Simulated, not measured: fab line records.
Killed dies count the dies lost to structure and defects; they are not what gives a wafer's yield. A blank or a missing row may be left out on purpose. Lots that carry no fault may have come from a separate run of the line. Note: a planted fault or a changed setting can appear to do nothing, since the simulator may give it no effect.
fab line records | flow nandHarc
record lots=6 wafers=18 lastDay=23
route steps=1159 shown A_CONTACT@846 END@1159
lots with no fault: from the same line, run without faults
startH: the number of hours between the record's first day and the start of the first shown wafer of the lot | waitH: hours from the lot's prior step to this one | " same as the row above | L1.1+2: a single row standing in for several wafers | - either no value or no given start | * or withheld: withheld | < > ~ a bound
route shown NAME@n: a module of which the file shows steps, and the number in the route of the first | usual: mean/standard deviation taken from wafers without a fault | same: alike in all rows | chamber/n: place in a boat | sites: readings site by site | _std_site: standard deviation of those values | _edge_site: mean of outer sites minus mean of inner sites | radiusMm: for every site, how far away it sits from the centre of the wafer | mask NAME#n: copy n | behind: the most recent tool/chamber to have shaped the wafer | hold: reason for holding the lot/hours on hold/outcome of the hold | device: transistor that didn't switch, given as n, p or np | end of line: the same wafers' tests at the end of the route | where a step has no rows: the recipe by itself | killed: not the wafer's yield, but the dies lost to structure and defects at the first sort | map: the dies of a wafer, with x for killed, . for not killed, _ for no die there
set.NAME: the setting as run; set.NAME@STEP: as run at that earlier step | model.NAME: the simulator's own value behind a step, which no gauge read
lots seen at some steps along the route; tables by step, rows by wafer
services: when a tool's chamber went out of use (startH, in hours from the record's first day, below 0 if earlier), for how many hours, and the reason
## steps
# step NHARC_A_CONTACT_COAT_34
# recipe tempC=260 timeS=75
# step NHARC_A_CONTACT_COAT_35
# recipe tempC=225 timeS=65
# step NHARC_A_CONTACT_COAT_36
# recipe spinRpm=1500 resistThkNm=90
# step NHARC_A_CONTACT_SOFTBAKE_37
# recipe tempC=105 timeS=55
# step NHARC_A_CONTACT_EBR_38
# step NHARC_A_CONTACT_EXPOSE_39
# recipe na=1.35 sigmaOuter=0.8 doseMj=58.79 maskId=A_CC_3
# step NHARC_A_CONTACT_PEB_40
# recipe pebTempC=100 pebTimeS=65
# step NHARC_A_CONTACT_DEVELOP_41
# recipe developTimeS=35 devTempC=23
# step NHARC_A_CONTACT_CD_MEAS_42
# recipe targetCdNm=200 landingEnergyEv=500
# usual cdNm=199.7/0.58
# columns lot.wafer tool chamber startH waitH cdNm
L262.2 cdSem-03 0 368.15 - 199.5
L262.5 " 0 " " 200.1
L262.6 " 0 " " 200.0
L272.1 cdSem-01 0 428.38 - 199.5
L272.5 " 0 " " 200.3
L272.6 " 0 " " 199.1
L278.1 cdSem-02 0 457.62 - 199.0
L278.2 " 0 " " 199.6
L278.6 " 0 " " 198.8
L280.2 cdSem-02 0 468.81 - 199.9
L280.3 " 0 " " 199.5
L280.4 " 0 " " 200.0
L283.1 cdSem-01 0 485.60 - 199.8
L283.2 " 0 " " 199.6
L283.4 " 0 " " 199.9
L284.3 cdSem-01 0 487.38 - 200.4
L284.5 " 0 " " 201.1
L284.6 " 0 " " 200.2
# step NHARC_A_CONTACT_OVL_MEAS_43
# usual overlayXNm=-0.3/0.78 overlayYNm=0.0/0.63
# columns lot.wafer tool chamber startH waitH overlayXNm overlayYNm
L262.2 overlay-01 - 368.23 - -1.5 -0.1
L262.5 " - " " -0.9 0.1
L262.6 " - " " -1.0 0.1
L272.1 overlay-01 - 428.46 - 0.3 0.2
L272.5 " - " " 1.2 0.1
L272.6 " - " " 1.2 -0.3
L278.1 overlay-01 - 457.71 - -0.1 -1.1
L278.2 " - " " 0.0 -0.7
L278.6 " - " " -0.3 -0.7
L280.2 overlay-02 - 468.89 - 1.0 1.2
L280.3 " - " " 1.0 1.6
L280.4 " - " " 0.7 1.1
L283.1 overlay-01 - 485.69 - -0.6 0.6
L283.2 " - " " -0.3 1.0
L283.4 " - " " -0.9 0.9
L284.3 overlay-02 - 487.46 - -0.2 -0.2
L284.5 " - " " -1.1 -0.3
L284.6 " - " " -1.0 -0.3
# step NHARC_A_CONTACT_INSPECT_44
# usual rawDefectCount=27/12
# columns lot.wafer tool chamber startH waitH rawDefectCount
L262.2 defectInspect-02 - 368.27 0.0 15
L262.5 " - " " 19
L262.6 " - " " 17
L272.1 defectInspect-02 - 428.50 0.0 36
L272.5 " - " " 30
L272.6 " - " " 39
L278.1 defectInspect-01 - 457.75 0.0 28
L278.2 " - " " 35
L278.6 " - " " 35
L280.2 defectInspect-02 - 468.93 0.0 30
L280.3 " - " " 41
L280.4 " - " " 36
L283.1 defectInspect-02 - 485.72 0.0 34
L283.2 " - " " 38
L283.4 " - " " 20
L284.3 defectInspect-02 - 487.50 0.0 33
L284.5 " - " " 35
L284.6 " - " " 40
# step NHARC_A_CONTACT_DESCUM_47
# recipe timeS=3 o2FlowSccm=200 arFlowSccm=0 biasPowerW=0 chemistry=O2
# usual drypumpMotorCurrentA=5.7/0.51 oesProductAu=1.001/0.0085 rfVppV=57.6/0.93 showerheadPlenumPTorr=1.89/0.099 throttleValvePct=11.310/0.0092
# columns lot.wafer tool chamber startH waitH drypumpMotorCurrentA oesProductAu rfHoursCounterH rfVppV showerheadPlenumPTorr throttleValvePct
L262.2 rieDiel-01 1 368.36 0.1 5.1 0.999 6 57.1 1.84 11.308
L262.5 " 2 " " 5.3 0.999 - 58.0 1.80 11.309
L262.6 " 3 " " 5.9 1.007 - 59.3 1.79 11.306
L272.1 rieDiel-01 3 428.58 0.1 5.9 0.998 18 57.3 1.79 11.307
L272.6 " 1 " " 5.1 1.000 - 57.1 1.84 11.314
L272.5 " 2 " " 5.4 1.003 - 56.9 1.80 11.301
L278.2 rieDiel-01 1 457.94 0.2 5.0 0.991 25 57.0 1.83 11.300
L278.1 " 2 " " 5.4 0.993 26 56.2 1.79 11.318
L278.6 " 0 " " 4.9 1.001 - 57.0 1.99 11.306
L280.4 rieDiel-01 3 469.04 0.1 5.9 1.012 30 55.6 1.79 11.312
L280.3 " 0 " " 4.9 1.000 28 56.9 1.99 11.323
L280.2 " 2 " " 5.3 1.010 29 56.9 1.79 11.310
L283.2 rieDiel-13 1 485.87 0.1 6.3 0.999 7 56.8 1.87 11.318
L283.1 " 3 " " 5.5 1.010 7 58.4 2.03 11.315
L283.4 " 0 " " 5.2 0.996 8 56.6 1.79 11.316
L284.3 rieDiel-04 0 487.56 0.1 5.8 1.007 3 58.3 2.08 11.311
L284.6 " 0 " " 5.8 1.007 - 57.6 2.08 11.292
L284.5 " 1 " " 6.5 1.014 - 58.9 1.89 11.321
# step NHARC_A_CONTACT_ETCH_48
# recipe targetDepthA=390 overEtchFrac=0.3 timeS=65 ionEnergyEv=80 cf4FlowSccm=150 arFlowSccm=0 rfW=300 biasW=100 chemistry=CF4
# usual drypumpMotorCurrentA=5.7/0.51 oesProductAu=1.000/0.0085 rfVppV=151.0/1.3 showerheadPlenumPTorr=1.74/0.086 throttleValvePct=13.285/0.0093
# columns lot.wafer tool chamber startH waitH drypumpMotorCurrentA oesProductAu rfHoursCounterH rfVppV showerheadPlenumPTorr throttleValvePct
L262.2 rieDiel-01 0 368.44 0.1 4.8 0.999 6 153.0 1.84 13.280
L262.6 " 1 " " 5.1 0.991 - 151.8 1.70 13.289
L262.5 " 2 " " 5.3 0.987 - 150.2 1.67 13.280
L272.1 rieDiel-01 0 428.67 0.1 4.9 0.999 16 151.5 1.84 13.284
L272.6 " 1 " " 5.1 0.987 - 148.7 1.70 13.290
L272.5 " 2 " " 5.3 0.986 - 150.1 1.67 13.275
L278.2 rieDiel-01 2 458.01 0.1 5.4 1.004 26 149.8 1.67 13.287
L278.1 " 0 " " 4.9 0.997 24 150.8 1.84 13.283
L278.6 " 3 " " 5.9 0.854 - 151.1 1.66 13.298
L280.4 rieDiel-01 0 469.13 0.1 4.8 1.000 28 152.3 1.84 13.289
L280.3 " 1 " " 5.1 1.003 29 150.9 1.70 13.279
L280.2 " 3 " " 5.9 0.857 30 150.7 1.66 13.271
L283.4 rieDiel-13 2 485.97 0.1 5.8 0.995 6 150.4 1.72 13.292
L283.2 " 3 " " 5.4 0.992 7 152.4 1.87 13.274
L283.1 " 0 " " 5.3 0.994 8 150.0 1.66 13.296
L284.3 rieDiel-04 2 487.65 0.1 6.3 1.006 4 152.0 1.89 13.300
L284.5 " 0 " " 5.8 1.004 - 153.1 1.91 13.278
L284.6 " 1 " " 6.5 1.015 - 150.9 1.75 13.288
# step NHARC_A_CONTACT_ETCH_49
# recipe targetDepthA=2600 overEtchFrac=0.3 timeS=475.3 ionEnergyEv=200 n2FlowSccm=150 h2FlowSccm=150 arFlowSccm=0 rfW=400 biasW=150 chemistry=N2/H2
# usual drypumpMotorCurrentA=5.7/0.54 h2FlowSccm=150.1/0.44 oesProductAu=1.000/0.0091 rfVppV=430/3.1 showerheadPlenumPTorr=2.02/0.11 throttleValvePct=14.172/0.0092
# columns lot.wafer tool chamber startH waitH drypumpMotorCurrentA h2FlowSccm oesProductAu rfHoursCounterH rfVppV showerheadPlenumPTorr throttleValvePct
L262.2 rieDiel-01 2 - - 5.3 150.3 0.993 6 427 1.92 14.175
L262.5 " 1 " " 5.1 150.7 0.988 - 429 1.96 14.182
L262.6 " 2 " " 5.4 150.0 0.990 - 427 1.92 14.163
L272.1 rieDiel-01 1 - - 5.1 150.3 1.000 17 429 1.95 14.184
L272.6 " 2 " " 5.3 149.6 0.996 - 426 1.91 14.171
L272.5 " 3 " " 5.9 149.7 0.996 - 426 1.90 14.173
L278.1 rieDiel-01 3 - - 5.8 149.9 1.002 27 428 1.90 14.191
L278.2 " 2 " " 5.3 149.7 1.002 26 428 1.91 14.180
L278.6 " 3 " " 5.9 150.1 1.006 - 427 1.90 14.172
L280.3 rieDiel-01 0 - - 4.9 149.5 0.998 28 435 2.13 14.177
L280.4 " 1 " " 5.0 150.4 1.000 29 429 1.95 14.158
L280.2 " 3 " " 5.9 149.4 1.009 30 426 1.90 14.170
L283.4 rieDiel-13 2 - - 5.8 149.7 1.004 6 428 1.97 14.171
L283.2 " 3 " " 5.4 150.7 0.989 7 434 2.17 14.175
L283.1 " 1 " " 6.3 150.8 1.016 7 430 1.99 14.168
L284.3 rieDiel-04 0 - - 5.8 149.6 0.989 3 435 2.22 14.166
L284.6 " 3 " " 6.2 149.8 0.992 - 428 1.92 14.161
L284.5 " 0 " " 5.8 149.9 0.998 - 435 2.22 14.172
# step NHARC_END_SORT_01
# recipe tempC=25
# usual killedAtArray=25/9.2 killedAtOther=0.8/1.2 killedAtPeriphery=3.9/2.6 killedDies=30/9.7 killedOpen=3.4/1.9 killedShort=2.0/1.4
# same grossDies=677
# columns lot.wafer tool chamber startH waitH hold killedAtArray killedAtOther killedAtPeriphery killedDies killedOpen killedShort
L262.2 prober-01 0 460.05 2.8 - 18 0 7 25 3 5
L262.5 prober-01 0 462.44 3.7 - 19 1 7 27 4 0
L262.6 prober-01 0 463.24 4.0 - 23 0 4 27 2 1
L272.1 prober-02 0 499.03 2.5 - 37 1 4 42 2 6
L272.5 prober-02 0 502.23 3.7 - 26 0 1 27 3 0
L272.6 prober-02 0 503.04 4.0 - 40 1 3 44 3 4
L278.1 prober-01 0 536.08 2.5 awaitDispo/4.7h/release 24 2 9 35 2 2
L278.2 prober-01 0 536.89 2.8 awaitDispo/4.7h/release 31 3 8 42 2 2
L278.6 prober-01 0 540.13 4.1 awaitDispo/4.7h/release 47 4 8 59 4 3
L280.2 prober-01 0 544.74 2.8 - 30 3 6 39 6 3
L280.3 prober-01 0 545.54 3.1 - 30 3 2 35 1 5
L280.4 prober-01 0 546.34 3.4 - 31 0 1 32 2 1
L283.1 prober-02 0 559.47 2.5 - 26 4 2 32 6 2
L283.2 prober-02 0 560.27 2.8 - 35 7 2 44 1 0
L283.4 prober-02 0 561.88 3.4 - 24 1 1 26 1 5
L284.3 prober-01 0 561.19 3.1 - 41 0 0 41 2 4
L284.5 prober-01 0 562.76 3.6 - 28 1 2 31 7 1
L284.6 prober-01 0 563.54 3.9 - 29 1 3 33 4 1
# killed by level:class
L262.2 A_SLIT:chamberFilmFlake=8 A_WL_FILL:geometricParticle:short=3 P_STI:chamberFilmFlake=3 A_STAIRCASE:chamberFilmFlake=2 P_CONTACT:geometricParticle:open=1 P_CONTACT:geometricParticle:short=1 P_M0:geometricParticle:open=1 A_SGD_CUT:geometricParticle:short=1
L262.5 A_SLIT:chamberFilmFlake=7 P_STI:chamberFilmFlake=4 A_BONDPAD:chamberFilmFlake=4 A_CONTACT:chamberFilmFlake=3 P_M0:geometricParticle:open=2 A_CHANNEL_HOLE_D1:chamberFilmFlake=2 A_WL_FILL:geometricParticle:open=1 A_CONTACT:geometricParticle:open=1
L262.6 A_SLIT:chamberFilmFlake=8 A_BONDPAD:chamberFilmFlake=5 A_STAIRCASE:chamberFilmFlake=4 A_CHANNEL_HOLE_D1:chamberFilmFlake=3 P_ZERO_WELL:chamberFilmFlake=2 P_GATE:geometricParticle:open=1 A_ONON_D1:geometricParticle:short=1 A_WL_FILL:geometricParticle:open=1
L272.1 A_STAIRCASE:chamberFilmFlake=11 A_SLIT:chamberFilmFlake=9 A_CHANNEL_HOLE_D1:chamberFilmFlake=6 A_CONTACT:chamberFilmFlake=4 A_SGD_CUT:geometricParticle:short=2 P_STI:chamberFilmFlake=2 P_M0:geometricParticle:short=1 A_SOURCE_PLATE:geometricParticle:short=1
L272.5 A_SLIT:chamberFilmFlake=13 A_WL_FILL:chamberFilmFlake=4 A_STAIRCASE:chamberFilmFlake=3 A_CONTACT:chamberFilmFlake=2 A_CHANNEL_HOLE_D1:geometricParticle:open=1 A_CONTACT:geometricParticle:open=1 A_M0:geometricParticle:open=1 P_M0:chamberFilmFlake=1
L272.6 A_SLIT:chamberFilmFlake=12 A_STAIRCASE:chamberFilmFlake=8 A_CHANNEL_HOLE_D1:chamberFilmFlake=5 A_WL_FILL:chamberFilmFlake=5 A_CONTACT:chamberFilmFlake=5 A_CHANNEL_FILL_D1:geometricParticle:short=2 A_CONTACT:geometricParticle:open=2 P_M2:geometricParticle:open=1
L278.1 A_SLIT:chamberFilmFlake=12 A_CONTACT:chamberFilmFlake=5 A_CHANNEL_HOLE_D1:chamberFilmFlake=4 P_GATE:geometricParticle:open=2 P_GATE:chamberFilmFlake=2 P_M1:chamberFilmFlake=2 THIN_TSV:chamberFilmFlake=2 P_CONTACT:geometricParticle:short=1
L278.2 A_SLIT:chamberFilmFlake=16 A_CHANNEL_HOLE_D1:chamberFilmFlake=6 P_CONTACT:chamberFilmFlake=5 A_CONTACT:chamberFilmFlake=4 THIN_TSV:chamberFilmFlake=3 P_M1:chamberFilmFlake=2 P_CONTACT:geometricParticle:open=1 A_STAIRCASE:geometricParticle:short=1
L278.6 A_SLIT:chamberFilmFlake=13 A_CONTACT:areaEtch=13 A_CONTACT:chamberFilmFlake=7 A_ZERO_WELL:chamberFilmFlake=5 A_CHANNEL_HOLE_D1:chamberFilmFlake=4 THIN_TSV:chamberFilmFlake=3 P_CONTACT:geometricParticle:open=2 P_GATE:chamberFilmFlake=2
L280.2 A_CHANNEL_HOLE_D1:chamberFilmFlake=15 A_STAIRCASE:chamberFilmFlake=6 A_CONTACT:areaEtch=5 THIN_TSV:chamberFilmFlake=3 P_CONTACT:geometricParticle:open=2 P_STI:geometricParticle:open=1 P_GATE:geometricParticle:open=1 P_M0:geometricParticle:open=1
L280.3 A_CHANNEL_HOLE_D1:chamberFilmFlake=16 A_STAIRCASE:chamberFilmFlake=9 A_CHANNEL_FILL_D1:geometricParticle:short=3 THIN_TSV:chamberFilmFlake=3 P_STI:geometricParticle:short=1 P_CONTACT:geometricParticle:open=1 A_ONON_D1:geometricParticle:short=1 A_CHANNEL_FILL_D1:chamberFilmFlake=1
L280.4 A_CHANNEL_HOLE_D1:chamberFilmFlake=23 A_STAIRCASE:chamberFilmFlake=6 P_M0:geometricParticle:open=1 A_ONON_D1:geometricParticle:short=1 A_WL_FILL:geometricParticle:open=1
L283.1 A_CHANNEL_HOLE_D1:chamberFilmFlake=16 THIN_TSV:chamberFilmFlake=4 A_CONTACT:geometricParticle:open=2 A_SLIT:chamberFilmFlake=2 A_CONTACT:chamberFilmFlake=2 P_GATE:geometricParticle:short=1 P_M0:geometricParticle:open=1 A_CHANNEL_FILL_D1:geometricParticle:open=1
L283.2 A_CHANNEL_HOLE_D1:chamberFilmFlake=21 A_CONTACT:chamberFilmFlake=7 THIN_TSV:chamberFilmFlake=7 A_SLIT:chamberFilmFlake=3 P_GATE:chamberFilmFlake=2 A_ZERO_WELL:chamberFilmFlake=2 A_CHANNEL_FILL_D1:geometricParticle:open=1 A_STAIRCASE:chamberFilmFlake=1
L284.3 A_SLIT:chamberFilmFlake=15 A_CONTACT:chamberFilmFlake=12 A_CHANNEL_HOLE_D1:chamberFilmFlake=6 A_WL_FILL:chamberFilmFlake=2 A_ONON_D1:geometricParticle:short=1 A_CHANNEL_HOLE_D1:geometricParticle:short=1 A_CHANNEL_HOLE_D1:geometricParticle:open=1 A_CHANNEL_FILL_D1:geometricParticle:short=1
L283.4 A_CHANNEL_HOLE_D1:chamberFilmFlake=11 A_SLIT:chamberFilmFlake=4 A_CONTACT:chamberFilmFlake=4 A_CHANNEL_FILL_D1:geometricParticle:short=2 P_CONTACT:geometricParticle:short=1 A_ONON_D1:geometricParticle:short=1 A_CHANNEL_FILL_D1:geometricParticle:open=1 A_M0:geometricParticle:short=1
L284.5 A_SLIT:chamberFilmFlake=10 A_CONTACT:chamberFilmFlake=6 A_CHANNEL_HOLE_D1:chamberFilmFlake=5 A_M0:geometricParticle:open=3 A_CHANNEL_FILL_D1:geometricParticle:open=2 P_M0:geometricParticle:open=1 A_CONTACT:geometricParticle:open=1 P_BONDPAD:chamberFilmFlake=1
L284.6 A_CONTACT:chamberFilmFlake=10 A_SLIT:chamberFilmFlake=8 A_CHANNEL_HOLE_D1:chamberFilmFlake=6 P_GATE:geometricParticle:open=1 P_M0:geometricParticle:open=1 A_CHANNEL_HOLE_D1:geometricParticle:short=1 A_CHANNEL_FILL_D1:geometricParticle:open=1 A_CONTACT:geometricParticle:open=1
## services
# columns tool chamber startH hours kind
rieDiel-01 0 348.37 - clean
rieDiel-01 1 348.37 - clean
rieDiel-01 2 348.37 - clean
rieDiel-01 3 348.37 - clean
rieDiel-04 3 365.31 26.3 repair
rieDiel-01 0 372.87 - clean
rieDiel-01 1 372.87 - clean
rieDiel-01 2 372.87 - clean
rieDiel-01 3 372.87 - clean
rieDiel-01 0 391.93 6.4 repair
rieDiel-01 1 397.39 - clean
rieDiel-01 2 397.39 - clean
rieDiel-01 3 397.39 - clean
rieDiel-04 0 406.09 10.4 repair
rieDiel-13 2 415.09 6.4 repair
rieDiel-01 0 421.96 - clean
rieDiel-01 1 421.96 - clean
rieDiel-01 2 421.96 - clean
rieDiel-01 3 421.96 - clean
rieDiel-01 0 422.42 2.4 repair
rieDiel-01 0 446.56 - clean
rieDiel-01 1 446.56 - clean
rieDiel-13 - 453.00 9.0 pm
rieDiel-04 - 467.04 9.0 pm
## key
firstSign step=NHARC_A_CONTACT_ETCH_48 reading=oesProductAu direction=down sigmas=17 usual=1.000 struck=0.855
effect step=NHARC_END_SORT_01 reading=hold direction=added
metAt NHARC_A_CONTACT_ETCH_48
struckWafers L278.6,L280.2
testerLeftOut L278,L280
fault kind=processParameterDrift tool=rieDiel-01 chamber=3 onsetH=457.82 steps=NHARC_A_CONTACT_ETCH_48 channel=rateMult offset=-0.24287 shape=step endH=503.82
# testerLeftOut: of these lots the tester's yield and bins aren't shown, on N5 and GAA mostly nor the transistor test; their killed dies are dies lost to structure and defects alone, not to doping, threshold or leakage, so they don't give the yield
